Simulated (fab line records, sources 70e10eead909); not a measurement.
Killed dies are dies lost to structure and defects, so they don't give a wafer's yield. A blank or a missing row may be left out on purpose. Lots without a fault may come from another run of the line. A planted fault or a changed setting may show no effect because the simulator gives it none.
Which tool did it? | flow nand_harc | 12 lots, 36 wafers sampled, at 3 steps of a route of 1159

WHAT THE GAUGES READ, wafer by wafer
NHARC_P_ZERO_WELL_CD_MEAS_24: target cd 720 nm. Usual: cd_nm 719.9 nm, standard deviation 2.7.
lot  | measured    | on        | cd_nm (nm)        | flag
L330 | day 2 02:28 | cd_sem-03 | 719.1 716.0 714.6 |
L331 | day 2 08:28 | cd_sem-01 | 719.7 721.6 722.3 |
L333 | day 2 20:32 | cd_sem-02 | 715.5 711.6 718.2 |
L334 | day 3 02:28 | cd_sem-01 | 721.4 716.5 719.2 |
L335 | day 3 08:30 | cd_sem-01 | 724.5 724.8 722.2 |
L339 | day 4 08:33 | cd_sem-02 | 708.0 711.9 711.7 | OFF
L340 | day 4 14:29 | cd_sem-02 | 720.6 717.0 718.8 |
L342 | day 5 02:29 | cd_sem-02 | 712.5 708.1 709.7 | OFF
L346 | day 6 02:28 | cd_sem-03 | 722.2 721.3 716.0 |
L348 | day 6 14:35 | cd_sem-01 | 717.4 719.5 714.5 |
L349 | day 6 20:28 | cd_sem-01 | 719.9 719.3 718.6 |
L350 | day 7 02:44 | cd_sem-02 | 722.4 718.6 718.8 |

WHICH TOOL RAN EACH LOT (tool, then ch and the chambers of the sampled wafers, then the start)
lot  | NHARC_P_ZERO_WELL_ETCH_62                    | NHARC_P_ZERO_WELL_PEB_22
L330 | rie_diel-08 ch 1,3, day 2 02:22 or earlier   | litho_track-05 ch 0, day 2 02:22
L331 | rie_diel-08 ch 0,1,3, day 2 08:22 or earlier | litho_track-03 ch 0, day 2 08:22
L333 | rie_diel-08 ch 2,3, day 2 20:26 or earlier   | litho_track-05 ch 0, day 2 20:26
L334 | rie_diel-07 ch 0,1,2, day 3 02:22 or earlier | litho_track-02 ch 0, day 3 02:22
L335 | rie_diel-11 ch 1,3, day 3 08:25 or earlier   | litho_track-03 ch 0, day 3 08:25
L339 | rie_diel-07 ch 0,3, day 4 08:28 or earlier   | litho_track-03 ch 0, day 4 08:28
L340 | rie_diel-08 ch 0,2,3, day 4 14:23 or earlier | litho_track-02 ch 0, day 4 14:23
L342 | rie_diel-08 ch 2,3, day 5 02:24 or earlier   | litho_track-03 ch 0, day 5 02:24
L346 | rie_diel-07 ch 0,1,3, day 6 02:22 or earlier | litho_track-02 ch 0, day 6 02:22
L348 | rie_diel-11 ch 0,1,2, day 6 14:29 or earlier | litho_track-05 ch 0, day 6 14:29
L349 | rie_diel-07 ch 0,3, day 6 20:22 or earlier   | litho_track-02 ch 0, day 6 20:22
L350 | rie_diel-08 ch 2, day 7 02:39 or earlier     | litho_track-02 ch 0, day 7 02:39
- NHARC_P_ZERO_WELL_ETCH_62: etches the open film in CHF3/Ar, target depth 13 nm, time 6.5 s.
- NHARC_P_ZERO_WELL_PEB_22: peb time 85 s.

WHAT THE TOOLS THEMSELVES READ (means of the sampled wafers that have a number; where no wafer has one, the mark that the record gives instead)
NHARC_P_ZERO_WELL_ETCH_62. Usual: drypump_motor_current_A 5.8 A, standard deviation 0.45; oes_product_au 0.961 a.u., standard deviation 0.019; rf_vpp_V 371.9 V, standard deviation 2.3; showerhead_plenum_p_Torr 2.41 Torr, standard deviation 0.094; throttle_valve_pct 20.216 %, standard deviation 0.0091.
lot  | tool        | drypump_motor_current_A (A) | oes_product_au (a.u.) | rf_vpp_V (V) | showerhead_plenum_p_Torr (Torr) | throttle_valve_pct (%) | flag
L330 | rie_diel-08 | 6.3                         | 0.969                 | 369.4        | 2.33                            | 20.222                 |
L331 | rie_diel-08 | 6.1                         | 0.917                 | 372.1        | 2.41                            | 20.215                 |
L333 | rie_diel-08 | 6.1                         | 0.967                 | 372.8        | 2.46                            | 20.216                 |
L334 | rie_diel-07 | 5.2                         | 0.984                 | 371.3        | 2.41                            | 20.218                 |
L335 | rie_diel-11 | 5.9                         | 0.941                 | 372.6        | 2.42                            | 20.220                 |
L339 | rie_diel-07 | 5.6                         | 0.980                 | 369.5        | 2.31                            | 20.216                 |
L340 | rie_diel-08 | 5.9                         | 0.967                 | 373.8        | 2.47                            | 20.223                 |
L342 | rie_diel-08 | 5.8                         | 0.977                 | 372.7        | 2.45                            | 20.221                 |
L346 | rie_diel-07 | 5.8                         | 0.971                 | 372.0        | 2.40                            | 20.212                 |
L348 | rie_diel-11 | 5.8                         | 0.956                 | 370.5        | 2.35                            | 20.223                 |
L349 | rie_diel-07 | 6.1                         | 0.964                 | 371.5        | 2.39                            | 20.218                 |
L350 | rie_diel-08 | 5.5                         | 0.940                 | 372.6        | 2.45                            | 20.219                 |

NHARC_P_ZERO_WELL_PEB_22. Usual: heater_power_total_W 163.96 W, standard deviation 0.28; plate_temp_C 117.99 C, standard deviation 0.14.
lot  | tool           | heater_power_total_W (W) | plate_temp_C (C) | flag
L330 | litho_track-05 | 163.95                   | 117.76           |
L331 | litho_track-03 | 163.93                   | 117.87           |
L333 | litho_track-05 | 163.69                   | 118.05           |
L334 | litho_track-02 | 164.36                   | 117.89           |
L335 | litho_track-03 | 163.91                   | 117.94           |
L339 | litho_track-03 | 154.25                   | 112.66           | OFF
L340 | litho_track-02 | 163.87                   | 117.84           |
L342 | litho_track-03 | 154.01                   | 112.65           | OFF
L346 | litho_track-02 | 163.78                   | 117.92           |
L348 | litho_track-05 | 163.92                   | 118.14           |
L349 | litho_track-02 | 164.00                   | 118.10           |
L350 | litho_track-02 | 164.14                   | 118.06           |

THE ANSWER, worked out from the rows above alone
Rule: a lot is off if the mean of its wafers that have a number lies more than 3 standard deviations from the usual mean. A lot without any number at a reading at which 4 lots or more have one is off too. The other lots that the step has rows for count as sound. The gauges are gone through in route order, then the tools' own readings, and for those a lot's mean is taken as printed above. The first step at which some lot is off is used, and at that step the reading that is off furthest; a lot without a number counts as furthest.
Off: L339, L342, at NHARC_P_ZERO_WELL_CD_MEAS_24 (cd_nm).
A tool fits if, at a process step before that reading, it ran every lot that is off, and no sound lot after the first of them. The gauges at NHARC_P_ZERO_WELL_CD_MEAS_24 aren't tried: what is off there is off at NHARC_P_ZERO_WELL_PEB_22 too, on other tools, and a gauge's error can't cause that. NHARC_P_ZERO_WELL_ETCH_62 gives no start for some lots, so the hours and the order of its lots are those of NHARC_P_ZERO_WELL_PEB_22. One fits: litho_track-03 at NHARC_P_ZERO_WELL_PEB_22. Its last sound lot is L335 (day 3 08:25), its first lot that is off L339 (day 4 08:28): a fault that began between those two fits.
The tool's own readings at NHARC_P_ZERO_WELL_PEB_22 bear it out: on the lots that are off they differ by more than 5 times the standard deviation of the sound lots' means. heater_power_total_W reads 154.13 W there against 163.95 W on the sound lots; plate_temp_C reads 112.66 C there against 117.96 C on the sound lots.

WHAT THE SIMULATOR HAD PUT IN
Process parameter drift: litho_track-03, from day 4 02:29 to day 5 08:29, at NHARC_P_ZERO_WELL_PEB_22. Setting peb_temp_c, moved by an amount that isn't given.
Lots struck among those shown: L339, L342. The rule above found the same.
